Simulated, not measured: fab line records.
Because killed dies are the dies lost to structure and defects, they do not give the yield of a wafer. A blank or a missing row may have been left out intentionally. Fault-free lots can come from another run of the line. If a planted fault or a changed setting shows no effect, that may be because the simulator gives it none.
fab line records	flow nandHarc
[record] lots = 6	wafers = 18	lastDay = 33
route steps=1302 shown A_DECK1_JOINT@544 A_ONON_D2@545 A_CHANNEL_HOLE_D2@570 END@1302
lots that met no fault: taken from a fault-free run of the same line
startH: the number of hours between the record's first day and the start of the first shown wafer of the lot	waitH: hours from the lot's prior step to this one	" the same as in the row above	L1.1+2: several wafers, shown together as one row	- no value, or no start given	* or withheld: withheld	< > ~ a bound
route shown NAME@n: NAME is a module with steps in the file, n the number in the route of the first one	usual: mean/standard deviation taken from wafers without a fault	same: alike in all rows	chamber/n: place in a boat	sites: each site's reading	_std_site: standard deviation of those values	_edge_site: mean of outer sites minus mean of inner sites	radiusMm: how far each site lies from the wafer's centre	mask NAME#n: copy n	behind: tool/chamber where the wafer was last shaped	hold: reason for holding the lot/hours on hold/outcome of the hold	device: transistor that didn't switch, given as n, p or np	end of line: tests of these same wafers at the route's end	a step given without rows: its recipe and nothing more	killed: at the first sort, the dies lost to defects and structure; wafer yield is something else	map: the dies of a wafer, with x for killed, . for not killed, _ for no die there
set.NAME: the setting the step ran with; set.NAME@STEP: the setting that earlier step ran with	model.NAME: the simulator's own value behind a step, which no gauge read
lots seen at some steps along the route; tables by step, rows by wafer
services: a tool's chamber out of use, with start hour (startH, from the record's first day; less than 0 if before it), hours out, and reason
[[steps]]
[step NHARC_A_DECK1_JOINT_INSPECT_05]
[usual] rawDefectCount = 320/100
lot.wafer	tool	chamber	startH	waitH	rawDefectCount
L318.2	defectInspect-01	-	356.26	0.0	392
L318.3	"	-	"	"	410
L318.5	"	-	"	"	465
L323.1	defectInspect-01	-	419.31	0.0	396
L323.3	"	-	"	"	282
L323.5	"	-	"	"	510
L324.3	defectInspect-02	-	424.78	0.0	519
L324.4	"	-	"	"	408
L324.6	"	-	"	"	348
L325.1	defectInspect-02	-	424.81	0.0	301
L325.2	"	-	"	"	240
L325.3	"	-	"	"	241
L330.1	defectInspect-02	-	482.30	0.0	506
L330.2	"	-	"	"	277
L330.3	"	-	"	"	331
L331.1	defectInspect-02	-	495.91	0.0	219
L331.4	"	-	"	"	199
L331.5	"	-	"	"	187
[step NHARC_A_ONON_D2_DEP_00]
[recipe] targetThkA = 10000	n2FlowSccm = 2750	n2oFlowSccm = 2000	nh3FlowSccm = 500	sih4FlowSccm = 210	tempC = 400
[step NHARC_A_ONON_D2_THK_MEAS_02]
[recipe] thkMeasGauge = ellipsometry
[usual] thkNm = 1001/11
lot.wafer	tool	chamber	startH	waitH	thkNm
L318.2	filmMetro-02	-	356.83	-	1030
L318.3	"	-	"	"	1030
L318.5	"	-	"	"	1030
L323.1	filmMetro-02	-	419.89	-	1005
L323.3	"	-	"	"	1006
L323.5	"	-	"	"	1005
L324.3	filmMetro-02	-	425.35	-	998
L324.4	"	-	"	"	996
L324.6	"	-	"	"	997
L325.1	filmMetro-01	-	425.38	-	994
L325.2	"	-	"	"	994
L325.3	"	-	"	"	994
L330.1	filmMetro-02	-	482.88	-	1013
L330.2	"	-	"	"	1012
L330.3	"	-	"	"	1014
L331.1	filmMetro-02	-	496.49	-	1008
L331.4	"	-	"	"	1008
L331.5	"	-	"	"	1009
[step NHARC_A_ONON_D2_DEP_03]
[recipe] targetThkA = 10000	n2FlowSccm = 2750	n2oFlowSccm = 2000	nh3FlowSccm = 500	sih4FlowSccm = 210	tempC = 400
[step NHARC_A_ONON_D2_THK_MEAS_05]
[recipe] thkMeasGauge = ellipsometry
[usual] thkNm = 1001/12
lot.wafer	tool	chamber	startH	waitH	thkNm
L318.2	filmMetro-01	-	357.40	-	1007
L318.3	"	-	"	"	1007
L318.5	"	-	"	"	1007
L323.1	filmMetro-01	-	420.46	-	980
L323.3	"	-	"	"	979
L323.5	"	-	"	"	982
L324.3	filmMetro-02	-	425.91	-	1021
L324.4	"	-	"	"	1021
L324.6	"	-	"	"	1022
L325.1	filmMetro-01	-	425.95	-	1001
L325.2	"	-	"	"	1001
L325.3	"	-	"	"	1001
L330.1	filmMetro-02	-	483.45	-	1005
L330.2	"	-	"	"	1007
L330.3	"	-	"	"	1003
L331.1	filmMetro-01	-	497.05	-	998
L331.4	"	-	"	"	996
L331.5	"	-	"	"	998
[step NHARC_A_ONON_D2_DEP_06]
[recipe] targetThkA = 10000	n2FlowSccm = 2750	n2oFlowSccm = 2000	nh3FlowSccm = 500	sih4FlowSccm = 210	tempC = 400
[step NHARC_A_ONON_D2_THK_MEAS_08]
[recipe] thkMeasGauge = ellipsometry
[usual] thkNm = 999/9.9
lot.wafer	tool	chamber	startH	waitH	thkNm
L318.2	filmMetro-02	-	357.97	-	1007
L318.3	"	-	"	"	1008
L318.5	"	-	"	"	1009
L323.1	filmMetro-01	-	421.03	-	999
L323.3	"	-	"	"	999
L323.5	"	-	"	"	997
L324.3	filmMetro-02	-	426.48	-	1000
L324.4	"	-	"	"	999
L324.6	"	-	"	"	997
L325.1	filmMetro-02	-	426.51	-	1011
L325.2	"	-	"	"	1010
L325.3	"	-	"	"	1009
L330.1	filmMetro-02	-	484.02	-	1000
L330.2	"	-	"	"	1000
L330.3	"	-	"	"	1001
L331.1	filmMetro-02	-	497.61	-	1001
L331.4	"	-	"	"	1000
L331.5	"	-	"	"	998
[step NHARC_A_ONON_D2_DEP_09]
[recipe] targetThkA = 10000	n2FlowSccm = 2750	n2oFlowSccm = 2000	nh3FlowSccm = 500	sih4FlowSccm = 210	tempC = 400
[step NHARC_A_ONON_D2_THK_MEAS_11]
[recipe] thkMeasGauge = ellipsometry
[usual] thkNm = 998/11
lot.wafer	tool	chamber	startH	waitH	thkNm
L318.2	filmMetro-01	-	358.53	-	1002
L318.3	"	-	"	"	1003
L318.5	"	-	"	"	1002
L323.1	filmMetro-02	-	421.60	-	983
L323.3	"	-	"	"	982
L323.5	"	-	"	"	984
L324.3	filmMetro-02	-	427.04	-	1007
L324.4	"	-	"	"	1008
L324.6	"	-	"	"	1008
L325.1	filmMetro-01	-	427.08	-	1006
L325.2	"	-	"	"	1005
L325.3	"	-	"	"	1007
L330.1	filmMetro-02	-	484.59	-	1017
L330.2	"	-	"	"	1016
L330.3	"	-	"	"	1017
L331.1	filmMetro-02	-	498.18	-	1010
L331.4	"	-	"	"	1009
L331.5	"	-	"	"	1010
[step NHARC_A_ONON_D2_DEP_12]
[recipe] targetThkA = 10000	n2FlowSccm = 2750	n2oFlowSccm = 2000	nh3FlowSccm = 500	sih4FlowSccm = 210	tempC = 400
[step NHARC_A_ONON_D2_THK_MEAS_14]
[recipe] thkMeasGauge = ellipsometry
[usual] thkNm = 1001/10
lot.wafer	tool	chamber	startH	waitH	thkNm
L318.2	filmMetro-02	-	359.09	-	999
L318.3	"	-	"	"	1002
L318.5	"	-	"	"	1001
L323.1	filmMetro-01	-	422.16	-	1003
L323.3	"	-	"	"	1004
L323.5	"	-	"	"	1004
L324.3	filmMetro-01	-	427.61	-	991
L324.4	"	-	"	"	991
L324.6	"	-	"	"	992
L325.1	filmMetro-01	-	427.64	-	1009
L325.2	"	-	"	"	1012
L325.3	"	-	"	"	1009
L330.1	filmMetro-01	-	485.16	-	1022
L330.2	"	-	"	"	1022
L330.3	"	-	"	"	1023
L331.1	filmMetro-01	-	498.76	-	1013
L331.4	"	-	"	"	1012
L331.5	"	-	"	"	1014
[step NHARC_A_ONON_D2_ANNEAL_15]
[recipe] tempC = 750	timeS = 3600
[step NHARC_A_ONON_D2_DEP_16]
[recipe] targetThkA = 10000	n2FlowSccm = 2750	n2oFlowSccm = 2000	nh3FlowSccm = 500	sih4FlowSccm = 210	tempC = 400
lot.wafer	tool	chamber	startH	waitH
L318.2+3+5	pecvdOnon-01	0	366.37	0.4
L323.1+3+5	pecvdOnon-01	0	429.37	0.4
L325.1+2+3	pecvdOnon-03	0	434.85	0.4
L324.3+4+6	pecvdOnon-01	0	434.96	0.5
L330.1+2+3	pecvdOnon-01	0	493.92	0.4
L331.1+4+5	pecvdOnon-01	0	505.95	0.4
[step NHARC_A_ONON_D2_THK_MEAS_18]
[recipe] thkMeasGauge = ellipsometry
[usual] thkNm = 996/7.6
lot.wafer	tool	chamber	startH	waitH	thkNm
L318.2	filmMetro-01	-	366.82	-	1005
L318.3	"	-	"	"	1006
L318.5	"	-	"	"	1005
L323.1	filmMetro-01	-	429.88	-	1008
L323.3	"	-	"	"	1006
L323.5	"	-	"	"	1006
L324.3	filmMetro-01	-	435.36	-	1005
L324.4	"	-	"	"	1003
L324.6	"	-	"	"	1004
L325.1	filmMetro-02	-	435.36	-	999
L325.2	"	-	"	"	1000
L325.3	"	-	"	"	997
L330.1	filmMetro-02	-	494.43	-	997
L330.2	"	-	"	"	997
L330.3	"	-	"	"	996
L331.1	filmMetro-02	-	506.46	-	997
L331.4	"	-	"	"	998
L331.5	"	-	"	"	997
[step NHARC_A_ONON_D2_DEP_19]
[recipe] targetThkA = 10000	n2FlowSccm = 2750	n2oFlowSccm = 2000	nh3FlowSccm = 500	sih4FlowSccm = 210	tempC = 400
[step NHARC_A_ONON_D2_THK_MEAS_21]
[recipe] thkMeasGauge = ellipsometry
[usual] thkNm = 1001/11
lot.wafer	tool	chamber	startH	waitH	thkNm
L318.2	filmMetro-01	-	367.39	-	986
L318.3	"	-	"	"	985
L318.5	"	-	"	"	988
L323.1	filmMetro-02	-	430.44	-	1007
L323.3	"	-	"	"	1005
L323.5	"	-	"	"	1004
L325.1	filmMetro-02	-	435.92	-	998
L325.2	"	-	"	"	999
L325.3	"	-	"	"	1001
L324.3	filmMetro-01	-	435.92	-	988
L324.4	"	-	"	"	985
L324.6	"	-	"	"	987
L330.1	filmMetro-01	-	495.00	-	992
L330.2	"	-	"	"	992
L330.3	"	-	"	"	993
L331.1	filmMetro-01	-	507.03	-	1012
L331.4	"	-	"	"	1011
L331.5	"	-	"	"	1012
[step NHARC_A_ONON_D2_DEP_22]
[recipe] targetThkA = 10000	n2FlowSccm = 2750	n2oFlowSccm = 2000	nh3FlowSccm = 500	sih4FlowSccm = 210	tempC = 400
[step NHARC_A_ONON_D2_THK_MEAS_24]
[recipe] thkMeasGauge = ellipsometry
[usual] thkNm = 998/8.6
lot.wafer	tool	chamber	startH	waitH	thkNm
L318.2	filmMetro-01	-	367.95	-	995
L318.3	"	-	"	"	997
L318.5	"	-	"	"	995
L323.1	filmMetro-02	-	431.01	-	996
L323.3	"	-	"	"	998
L323.5	"	-	"	"	998
L325.1	filmMetro-01	-	436.49	-	985
L325.2	"	-	"	"	983
L325.3	"	-	"	"	985
L324.3	filmMetro-02	-	436.49	-	1012
L324.4	"	-	"	"	1013
L324.6	"	-	"	"	1013
L330.1	filmMetro-02	-	495.56	-	994
L330.2	"	-	"	"	992
L330.3	"	-	"	"	994
L331.1	filmMetro-02	-	507.60	-	998
L331.4	"	-	"	"	996
L331.5	"	-	"	"	999
[step NHARC_A_ONON_D2_DEP_25]
[recipe] targetThkA = 10000	n2FlowSccm = 2750	n2oFlowSccm = 2000	nh3FlowSccm = 500	sih4FlowSccm = 210	tempC = 400
[step NHARC_A_ONON_D2_THK_MEAS_27]
[recipe] thkMeasGauge = ellipsometry
[usual] thkNm = 1002/11
lot.wafer	tool	chamber	startH	waitH	thkNm
L318.2	filmMetro-01	-	368.51	-	994
L318.3	"	-	"	"	993
L318.5	"	-	"	"	992
L323.1	filmMetro-01	-	431.57	-	1011
L323.3	"	-	"	"	1011
L323.5	"	-	"	"	1010
L325.1	filmMetro-01	-	437.05	-	996
L325.2	"	-	"	"	996
L325.3	"	-	"	"	997
L324.3	filmMetro-02	-	437.06	-	991
L324.4	"	-	"	"	992
L324.6	"	-	"	"	991
L330.1	filmMetro-02	-	496.13	-	1017
L330.2	"	-	"	"	1019
L330.3	"	-	"	"	1017
L331.1	filmMetro-01	-	508.16	-	1019
L331.4	"	-	"	"	1017
L331.5	"	-	"	"	1020
[step NHARC_A_ONON_D2_DEP_28]
[recipe] targetThkA = 10000	n2FlowSccm = 2750	n2oFlowSccm = 2000	nh3FlowSccm = 500	sih4FlowSccm = 210	tempC = 400
[step NHARC_A_ONON_D2_THK_MEAS_30]
[recipe] thkMeasGauge = ellipsometry
[usual] thkNm = 1002/8.5
lot.wafer	tool	chamber	startH	waitH	thkNm
L318.2	filmMetro-02	-	369.08	-	1012
L318.3	"	-	"	"	1011
L318.5	"	-	"	"	1012
L323.1	filmMetro-01	-	432.13	-	1009
L323.3	"	-	"	"	1012
L323.5	"	-	"	"	1010
L324.3	filmMetro-01	-	437.62	-	996
L324.4	"	-	"	"	997
L324.6	"	-	"	"	996
L325.1	filmMetro-02	-	437.62	-	1002
L325.2	"	-	"	"	1002
L325.3	"	-	"	"	998
L330.1	filmMetro-01	-	496.70	-	993
L330.2	"	-	"	"	992
L330.3	"	-	"	"	993
L331.1	filmMetro-01	-	508.72	-	1005
L331.4	"	-	"	"	1008
L331.5	"	-	"	"	1006
[step NHARC_A_ONON_D2_DEP_33]
[recipe] targetThkA = 2000	tempC = 400	pressureTorr = 6.5	rfW = 900	teosFlowSccm = 161.4	flowSccm = 2650	targetThkNm = 200	gas = O2	material = SiO2
[usual] heaterPowerOuterW = 290/69	heaterPowerW = 523/91	throttleValvePct = 16.0/0.4
lot.wafer	tool	chamber	startH	waitH	heaterPowerOuterW	heaterPowerW	throttleValvePct
L318.2	pecvd-01	0	369.13	0.1	330	537	15.5
L318.3	"	2	"	"	252	475	15.5
L318.5	"	2	"	"	255	470	15.8
L323.3	pecvd-01	0	432.19	0.1	403	605	15.6
L323.1	"	1	"	"	226	463	15.5
L323.5	"	2	"	"	256	466	15.5
L324.3	pecvd-03	0	437.68	0.1	396	648	16.3
L324.4	"	0	"	"	270	506	15.9
L324.6	"	1	"	"	282	530	15.9
L325.3	pecvd-03	1	437.94	0.3	290	552	16.2
L325.2	"	2	"	"	232	455	16.2
L325.1	"	0	"	"	385	665	16.1
L330.2	pecvd-03	0	496.76	0.1	346	612	16.5
L330.3	"	1	"	"	401	665	15.9
L330.1	"	2	"	"	258	459	16.4
L331.1	pecvd-01	2	508.87	0.1	295	510	15.6
L331.4	"	0	"	"	364	565	15.2
L331.5	"	2	"	"	200	363	15.7
[step NHARC_A_ONON_D2_THK_MEAS_34]
[recipe] thkMeasGauge = ellipsometry
[usual] thkNm = 200.0/2.7
lot.wafer	tool	chamber	startH	waitH	thkNm
L318.2	filmMetro-01	-	369.55	-	198.3
L318.3	"	-	"	"	197.3
L318.5	"	-	"	"	199.8
L323.1	filmMetro-01	-	432.60	-	200.0
L323.3	"	-	"	"	199.9
L323.5	"	-	"	"	202.4
L324.3	filmMetro-01	-	438.09	-	194.9
L324.4	"	-	"	"	200.7
L324.6	"	-	"	"	199.4
L325.1	filmMetro-01	-	438.36	-	196.4
L325.2	"	-	"	"	198.9
L325.3	"	-	"	"	200.2
L330.1	filmMetro-02	-	497.17	-	198.2
L330.2	"	-	"	"	197.5
L330.3	"	-	"	"	198.3
L331.1	filmMetro-01	-	509.20	-	196.0
L331.4	"	-	"	"	200.2
L331.5	"	-	"	"	198.0
[step NHARC_A_CHANNEL_HOLE_D2_DEP_00]
[recipe] targetThkA = 31000	tempC = 400	material = aC
[usual] throttleValvePct = 35.000/0.0089
lot.wafer	tool	chamber	startH	waitH	throttleValvePct
L318.2	aclDep-03	0	370.02	0.4	35.007
L318.3	"	0	"	"	35.003
L318.5	"	0	"	"	34.985
L323.1	aclDep-01	0	432.73	0.1	35.002
L323.3	"	0	"	"	34.986
L323.5	"	0	"	"	35.011
L324.3	aclDep-02	0	441.45	3.3	35.012
L324.4	"	0	"	"	35.004
L324.6	"	0	"	"	35.016
L325.1	aclDep-01	0	442.35	3.9	35.019
L325.2	"	0	"	"	34.999
L325.3	"	0	"	"	34.999
L330.1	aclDep-02	0	497.32	0.1	35.007
L330.2	"	0	"	"	34.985
L330.3	"	0	"	"	35.001
L331.1	aclDep-03	0	509.33	0.1	34.991
L331.4	"	0	"	"	34.995
L331.5	"	0	"	"	34.996
[step NHARC_A_CHANNEL_HOLE_D2_DEP_01]
[recipe] targetThkA = 1400	targetThkNm = 140	tempC = 400	pressureTorr = 3.5	flowSccm = 200	rfW = 350	material = SiON
[usual] heaterPowerOuterW = 415/67	heaterPowerW = 699/86
lot.wafer	tool	chamber	startH	waitH	heaterPowerOuterW	heaterPowerW
L318.3	pecvd-02	1	371.71	1.1	346	658
L318.2	"	2	"	"	437	702
L318.5	"	0	"	"	402	613
L323.1	pecvd-04	0	434.66	1.6	309	581
L323.3	"	1	"	"	448	786
L323.5	"	2	"	"	367	615
L324.3	pecvd-03	0	442.80	1.0	439	737
L324.6	"	1	"	"	441	748
L324.4	"	0	"	"	439	761
L325.3	pecvd-04	1	444.25	1.0	403	693
L325.2	"	2	"	"	351	592
L325.1	"	0	"	"	312	587
L330.1	pecvd-04	0	499.29	1.6	346	619
L330.2	"	2	"	"	361	600
L330.3	"	2	"	"	371	625
L331.1	pecvd-03	1	511.28	1.6	467	763
L331.5	"	0	"	"	494	780
L331.4	"	1	"	"	463	776
[step NHARC_A_CHANNEL_HOLE_D2_DEHYDRATE_02]
[recipe] tempC = 150	timeS = 120
[step NHARC_A_CHANNEL_HOLE_D2_HMDS_03]
[recipe] timeS = 30
[step NHARC_A_CHANNEL_HOLE_D2_COAT_36]
[recipe] tempC = 260	timeS = 75
[step NHARC_A_CHANNEL_HOLE_D2_COAT_37]
[recipe] tempC = 225	timeS = 65
[step NHARC_A_CHANNEL_HOLE_D2_COAT_04]
[recipe] spinRpm = 1500	resistThkNm = 90
[step NHARC_A_CHANNEL_HOLE_D2_SOFTBAKE_05]
[recipe] tempC = 105	timeS = 55
[step NHARC_A_CHANNEL_HOLE_D2_EBR_06]
[step NHARC_A_CHANNEL_HOLE_D2_EXPOSE_07]
[recipe] na = 1.35	targetCdNm = 100	sigmaOuter = 0.3	doseMj = 59.65	maskId = HOLE_D2
[step NHARC_A_CHANNEL_HOLE_D2_PEB_08]
[recipe] pebTempC = 100	pebTimeS = 65
[step NHARC_A_CHANNEL_HOLE_D2_DEVELOP_09]
[recipe] developTimeS = 35	devTempC = 23
[step NHARC_A_CHANNEL_HOLE_D2_CD_MEAS_10]
[recipe] targetCdNm = 100	landingEnergyEv = 500
[usual] cdNm = 100.1/0.46
lot.wafer	tool	chamber	startH	waitH	cdNm
L318.2	cdSem-03	0	372.41	-	99.1
L318.3	"	0	"	"	99.8
L318.5	"	0	"	"	99.5
L323.1	cdSem-02	0	435.35	-	100.2
L323.3	"	0	"	"	99.9
L323.5	"	0	"	"	100.2
L324.3	cdSem-01	0	443.34	-	100.2
L324.4	"	0	"	"	99.6
L324.6	"	0	"	"	100.0
L325.1	cdSem-01	0	444.97	-	100.3
L325.2	"	0	"	"	100.0
L325.3	"	0	"	"	100.1
L330.1	cdSem-01	0	499.97	-	100.8
L330.2	"	0	"	"	100.0
L330.3	"	0	"	"	100.4
L331.1	cdSem-03	0	511.97	-	100.0
L331.4	"	0	"	"	99.9
L331.5	"	0	"	"	100.8
[step NHARC_A_CHANNEL_HOLE_D2_OVL_MEAS_11]
[usual] overlayXNm = 0.3/1.1	overlayYNm = 0.0/0.95
lot.wafer	tool	chamber	startH	waitH	overlayXNm	overlayYNm
L318.2	overlay-02	-	372.49	-	-2.4	0.4
L318.3	"	-	"	"	-1.6	0.4
L318.5	"	-	"	"	-2.6	0.5
L323.1	overlay-02	-	435.44	-	0.6	0.0
L323.3	"	-	"	"	0.5	0.0
L323.5	"	-	"	"	0.9	0.2
L324.3	overlay-01	-	443.43	-	-0.5	-1.1
L324.4	"	-	"	"	-1.1	-0.4
L324.6	"	-	"	"	-0.7	-0.9
L325.1	overlay-02	-	445.06	-	-0.2	1.0
L325.2	"	-	"	"	-0.2	0.5
L325.3	"	-	"	"	-0.8	0.8
L330.1	overlay-02	-	500.05	-	0.4	0.5
L330.2	"	-	"	"	0.4	1.1
L330.3	"	-	"	"	0.5	0.9
L331.1	overlay-02	-	512.06	-	-0.4	-0.6
L331.4	"	-	"	"	-1.0	-1.4
L331.5	"	-	"	"	-0.6	-1.0
[step NHARC_A_CHANNEL_HOLE_D2_DESCUM_15]
[recipe] timeS = 3	o2FlowSccm = 200	arFlowSccm = 0	biasPowerW = 0	chemistry = O2
[usual] drypumpMotorCurrentA = 5.6/0.42	oesProductAu = 1.001/0.011	rfVppV = 57.9/0.8	showerheadPlenumPTorr = 1.90/0.069	throttleValvePct = 11.312/0.0094
lot.wafer	tool	chamber	startH	waitH	drypumpMotorCurrentA	oesProductAu	rfHoursCounterH	rfVppV	showerheadPlenumPTorr	throttleValvePct
L318.3	rieDiel-12	3	372.61	0.1	5.6	1.003	5.8	56.8	1.85	11.301
L318.2	"	0	"	"	6.2	1.006	5.8	57.5	1.81	11.314
L318.5	"	1	"	"	5.4	0.984	-	57.2	2.00	11.304
L323.1	rieDiel-02	2	435.55	0.1	5.9	0.984	2.0	58.5	1.92	11.297
L323.3	"	0	"	"	4.9	0.988	1.9	59.4	1.98	11.318
L323.5	"	2	"	"	5.9	0.979	-	57.7	1.92	11.299
L324.4	rieDiel-12	2	443.52	0.1	5.9	0.979	9.7	57.5	1.93	11.303
L324.3	"	3	"	"	5.6	0.989	9.5	57.0	1.85	11.295
L324.6	"	2	"	"	5.9	0.975	-	58.6	1.93	11.297
L325.2	rieDiel-12	0	445.17	0.1	6.2	1.005	9.5	56.6	1.81	11.333
L325.1	"	1	"	"	5.4	0.979	8.1	59.3	2.00	11.302
L325.3	"	2	"	"	5.9	0.981	10.3	59.3	1.93	11.314
L330.3	rieDiel-05	0	500.15	0.1	5.1	0.999	4.5	57.4	1.97	11.307
L330.1	"	1	"	"	5.8	0.987	4.4	57.4	1.81	11.314
L330.2	"	2	"	"	5.0	0.998	3.8	58.0	2.03	11.303
L331.4	rieDiel-12	0	512.17	0.1	6.3	1.007	3.0	58.6	1.81	11.313
L331.1	"	1	"	"	5.4	1.011	3.1	57.9	2.00	11.318
L331.5	"	3	"	"	5.6	1.015	-	58.0	1.85	11.299
[step NHARC_END_SORT_01]
[recipe] tempC = 25
[usual] killedAtArray = 51/18	killedAtOther = 1.0/1.2	killedAtPeriphery = 3.7/2.9	killedDies = 55/19	killedOpen = 3.5/1.9	killedShort = 2.6/1.6
[same] grossDies = 677
lot.wafer	tool	chamber	startH	waitH	killedAtArray	killedAtOther	killedAtPeriphery	killedDies	killedOpen	killedShort
L324.3	prober-02	0	710.54	3.1	150	0	10	160	2	0
L324.4	prober-02	0	711.34	3.4	154	1	10	165	3	1
L324.6	prober-02	0	712.93	4.0	152	1	7	160	2	2
L323.1	prober-01	0	716.53	2.5	181	3	3	187	2	4
L323.3	prober-01	0	718.18	3.1	162	3	10	175	2	4
L323.5	prober-01	0	719.82	3.8	141	4	9	154	1	0
L330.1	prober-02	0	777.33	2.5	58	0	4	62	2	5
L330.2	prober-02	0	778.13	2.8	25	0	5	30	3	2
// killed by level:class
L324.3 A_ONON_D2:unspecified=105 A_CHANNEL_HOLE_D2:chamberFilmFlake=24 A_SLIT:chamberFilmFlake=7 A_CHANNEL_HOLE_D1:chamberFilmFlake=5 A_STAIRCASE:chamberFilmFlake=5 P_CONTACT:chamberFilmFlake=4 P_GATE:chamberFilmFlake=3 P_BONDPAD:chamberFilmFlake=3
L324.4 A_ONON_D2:unspecified=107 A_SLIT:chamberFilmFlake=27 A_CHANNEL_HOLE_D2:chamberFilmFlake=8 P_BONDPAD:chamberFilmFlake=4 P_CONTACT:chamberFilmFlake=3 A_STAIRCASE:chamberFilmFlake=3 P_GATE:chamberFilmFlake=2 A_WL_FILL:chamberFilmFlake=2
L324.6 A_ONON_D2:unspecified=106 A_SLIT:chamberFilmFlake=34 P_CONTACT:chamberFilmFlake=4 A_CHANNEL_HOLE_D1:chamberFilmFlake=3 A_CHANNEL_HOLE_D2:chamberFilmFlake=3 P_BONDPAD:chamberFilmFlake=2 A_WL_FILL:chamberFilmFlake=2 A_ONON_D2:geometricParticle:short=1
L323.1 A_ONON_D2:unspecified=115 A_CHANNEL_HOLE_D1:chamberFilmFlake=34 A_CONTACT:chamberFilmFlake=11 A_STAIRCASE:chamberFilmFlake=5 A_DECK1_JOINT:chamberFilmFlake=4 P_GATE:chamberFilmFlake=3 THIN_TSV:chamberFilmFlake=3 A_SLIT:chamberFilmFlake=3
L323.3 A_ONON_D2:unspecified=109 A_CHANNEL_HOLE_D1:chamberFilmFlake=31 P_GATE:chamberFilmFlake=9 A_STAIRCASE:chamberFilmFlake=5 A_CONTACT:chamberFilmFlake=4 A_WL_FILL:chamberFilmFlake=3 A_SLIT:chamberFilmFlake=2 A_CHANNEL_FILL_D1:chamberFilmFlake=2
L323.5 A_ONON_D2:unspecified=107 A_CHANNEL_HOLE_D1:chamberFilmFlake=20 A_CONTACT:chamberFilmFlake=8 P_GATE:chamberFilmFlake=6 THIN_TSV:chamberFilmFlake=4 A_SLIT:chamberFilmFlake=3 P_ZERO_WELL:chamberFilmFlake=2 A_STAIRCASE:chamberFilmFlake=2
L330.1 A_SLIT:chamberFilmFlake=24 A_CHANNEL_HOLE_D2:chamberFilmFlake=14 A_CHANNEL_HOLE_D1:chamberFilmFlake=11 P_M0:chamberFilmFlake=2 A_CONTACT:chamberFilmFlake=2 P_M0:geometricParticle:open=1 A_ONON_D1:geometricParticle:short=1 A_CHANNEL_FILL_D1:geometricParticle:short=1
L330.2 A_SLIT:chamberFilmFlake=7 A_CHANNEL_HOLE_D2:chamberFilmFlake=4 P_M0:chamberFilmFlake=3 A_CHANNEL_FILL_D1:chamberFilmFlake=3 A_CHANNEL_HOLE_D1:chamberFilmFlake=2 A_DECK1_JOINT:chamberFilmFlake=2 A_CONTACT:chamberFilmFlake=2 P_M0:geometricParticle:open=1
// map L323.1 (x killed, . not)
____________.____________
_________......._________
_______..........._______
______..........x.x______
_____...x........x.._____
____.x.xx............____
____x.xx.x...........____
___xxxxxxx....x.x.....___
___xxxxxxxx...........___
__xxxxxxxxxx...x......x__
__xxxxxxxxx.....x.....x__
_xxxxxxxxxxxxxxxx..x...._
_.xxxxxxxxxxxxxxxx..x..._
_.xxxxxxxxxx.xx.xxx....._
_xxxxxxxxxxx..xx.x......_
_.xxxxxxxxx..xxxxx......_
.x.xxxxxxxx..xxx..xx.....
..xxxxxxxx.x.xxx.xxx.....
....x.xxx....xx..........
.x......x......x.x.x.....
......x.........x.....x..
_.....x................._
_.....x...........xxx..._
_........x...........x.x_
_......................._
_...................x..x_
__.....................__
__..................xx.__
___...................___
___..........x..x..x..___
____.................____
____.................____
_____..............._____
______.....x.......______
_______..........._______
_________......._________
____________.____________
// map L324.4 (x killed, . not)
____________.____________
_________x......_________
_______..........._______
______x............______
_____.x............._____
____x..xx............____
____xxxxxxx.....x....____
___xxxxxxxx.....x.....___
___xxxxxxxx...........___
__xxxxxxxxxx..xxxxx....__
__xxxxxxxxx...x.xx.x...__
_.xxxxxxxxxx..xxxxx....._
_.xxxxxxxxxx.x.xxxx....._
_.xxxxxxxxx.....xxx....._
_..xxxxxxxxxx...xxx....._
_.x.xxxxxxxxx..........._
...xxxxxxx....x.x........
...xxxxxxxx......x.......
....xxxxxx....x..........
....xxxxx.............x..
........x................
_.xx...................._
_.......x..............._
_........x..........x..x_
_...................x..._
_......................._
__.....................__
__.....................__
___...................___
___........x..x.......___
____.................____
____.................____
_____..............._____
______.............______
_______..........._______
_________......._________
____________.____________
[[services]]
tool	chamber	startH	hours	kind
pecvd-03	-	366.00	13.0	pm
pecvd-03	0	366.00	13.0	ventCycle
pecvd-03	1	366.00	13.0	ventCycle
aclDep-01	-	369.19	13.0	pm
pecvd-03	-	379.03	0.9	repair
pecvd-04	1	380.23	3.6	repair
pecvd-02	2	388.39	26.4	repair
pecvd-02	1	390.43	26.2	repair
rieDiel-02	-	393.70	9.0	pm
rieDiel-05	-	406.60	9.0	pm
pecvdOnon-03	-	408.24	13.0	pm
pecvd-02	-	408.56	13.0	pm
rieDiel-02	2	411.68	7.4	repair
aclDep-02	-	427.82	13.0	pm
rieDiel-12	-	445.48	9.0	pm
pecvdOnon-01	-	450.33	13.0	pm
pecvd-04	-	450.65	13.0	pm
pecvd-01	-	451.35	1.0	repair
pecvd-01	0	474.91	17.9	repair
rieDiel-12	3	479.57	10.5	repair
aclDep-03	-	480.60	13.0	pm
pecvd-01	-	492.09	13.0	pm
pecvd-04	1	492.80	18.8	repair
rieDiel-02	-	499.38	0.3	repair
[[key]]
[firstSign] step = NHARC_END_SORT_01	reading = killedDies	direction = up	sigmas = 5.9	usual = 55	struck = 167
[effect] step = NHARC_END_SORT_01	reading = killedAtArray	direction = up	sigmas = 5.8	usual = 51	struck = 157
[moreKillsBornAt] NHARC_A_ONON_D2_DEP_16@pecvdOnon-01 = 649
metAt NHARC_A_ONON_D2_DEP_16
struckWafers L323.1,L323.3,L323.5,L324.3,L324.4,L324.6
testerLeftOut L323,L324
onsetBetween 366.37 429.37
[fault] kind = chamberParticleSource	tool = pecvdOnon-01	chamber = -	onsetH = 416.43	steps = NHARC_A_ONON_D2_DEP_16	ratePerVisitCm2 = 2.2426	endH = 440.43
// testerLeftOut: of these lots the tester's yield and bins aren't shown, on N5 and GAA mostly nor the transistor test; their killed dies are dies lost to structure and defects alone, not to doping, threshold or leakage, so they don't give the yield
